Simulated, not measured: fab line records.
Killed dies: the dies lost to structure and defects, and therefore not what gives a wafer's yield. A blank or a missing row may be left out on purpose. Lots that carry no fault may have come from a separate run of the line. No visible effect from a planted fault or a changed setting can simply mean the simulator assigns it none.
The tool behind it: which one? | flow n5_finfet | 21 wafers sampled from 7 lots at 1 step of a route of 1938

## WHAT EACH GAUGE READ, for each wafer
N5_BEOL_M8_CD_MEAS_11: target cd 38.5 nm.
lot  | measured     | on        | cd_nm (nm)
L549 | day 9 12:37  | cd_sem-01 | 38.7 38.7 38.2
L552 | day 11 02:04 | cd_sem-01 | 38.7 39.2 39.4
L553 | day 11 02:32 | cd_sem-02 | 38.3 38.4 38.2
L555 | day 11 12:46 | cd_sem-02 | 38.8 39.9 39.2
L563 | day 13 19:01 | cd_sem-01 | 39.2 38.0 38.6
L569 | day 15 00:43 | cd_sem-03 | 38.6 39.1 39.2
L571 | day 15 13:48 | cd_sem-01 | 38.6 39.3 38.1

## WHAT TOOL EACH LOT RAN ON (gives the tool, then ch and the chambers of the sampled wafers, and finally the start)
The record holds no process step before these readings.

## THE ANSWER, worked out from the rows above alone
Rule: the lots themselves supply what counts as usual. The widest of any qualifying gaps counts: lots, ordered by their means at a reading, are off when they make up no more than a third of the lots, leave a main group of 4 or more, and stand apart from it by 3 or more times the standard deviation of that group's means. The tables above print the reading to a certain number of digits; a main group whose means all agree to those digits is not used. Also off: a lot with no number at a reading for which 4 or more lots have one. The other lots that the step has rows for count as sound.
Nothing can be told from this: no lot is off at any reading shown.

## WHAT THE SIMULATOR HAD PUT IN
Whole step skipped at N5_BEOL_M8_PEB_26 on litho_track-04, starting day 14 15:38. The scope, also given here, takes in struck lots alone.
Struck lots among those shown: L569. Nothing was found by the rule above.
